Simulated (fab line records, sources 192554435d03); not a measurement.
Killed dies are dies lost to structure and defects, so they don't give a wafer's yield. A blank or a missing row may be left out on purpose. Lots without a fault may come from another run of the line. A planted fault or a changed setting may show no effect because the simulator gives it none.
Chamber matching | flow n5_finfet | N5_ZERO_LAYER_PECVD_02 on pecvd-04: 3 sister chambers
The step deposits SiO2 from SiH4/N2O, target thk 10 nm, time 6 s. 14 wafers are shown with their chamber, then 7 later ones without.

WAFERS WITH THEIR CHAMBER
wafer  | chamber | showerhead_plenum_p_Torr (Torr) | heater_power_w (W)
L077.1 | 1       | 8.21                            | 903
L077.4 | 1       | 8.19                            | 892
L077.5 | 0       | 8.04                            | 724
L081.1 | 0       | 8.05                            | 742
L081.3 | 2       | 8.08                            | 761
L081.4 | 1       | 8.22                            | 834
L083.1 | 0       | 8.05                            | 863
L083.4 | 0       | 8.05                            | 863
L083.5 | 2       | 8.05                            | 779
L084.1 | 2       | 8.06                            | 694
L084.5 | 0       | 8.05                            | 775
L084.6 | 2       | 8.10                            | 702
L087.1 | 0       | 8.06                            | 826
L087.5 | 2       | 8.07                            | 749

SIGNATURES (means of the wafers above)
reading                  | chamber 0 | chamber 1 | chamber 2 | scatter within a chamber
showerhead_plenum_p_Torr | 8.0500    | 8.2067    | 8.0720    | 0.014
heater_power_w           | 798.83    | 876.33    | 737.00    | 49.2
Rule: a wafer's distance from a chamber is the root of the sum, over the readings, of the square of ((its reading less the chamber's mean) divided by the reading's scatter). The wafer belongs to the nearest chamber; if the next one is less than 2 further off, it can't be placed. The scatter: the root of (the sum of the squares of (reading less its chamber's mean) over the shown wafers, divided by (wafers less chambers)).

WAFERS WITHOUT THEIR CHAMBER
wafer  | showerhead_plenum_p_Torr (Torr) | heater_power_w (W)
L087.6 | 8.05                            | 821
L089.1 | 8.20                            | 919
L089.4 | 8.17                            | 895
L089.5 | 8.05                            | 799
L091.3 | 8.04                            | 773
L091.4 | 8.06                            | 758
L091.5 | 8.08                            | 769

WHICH CHAMBER EACH WENT THROUGH
wafer  | from the rows above     | in truth
L087.6 | can't be placed: 0 or 2 | 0
L089.1 | 1                       | 1
L089.4 | 1                       | 1
L089.5 | 0                       | 0
L091.3 | can't be placed: 0 or 2 | 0
L091.4 | can't be placed: 2 or 0 | 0
L091.5 | can't be placed: 2 or 0 | 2
Placed correctly: 3 of 7. Can't be placed from these rows: 4 (the true chamber is among the candidates in 4). Placed wrongly: 0.
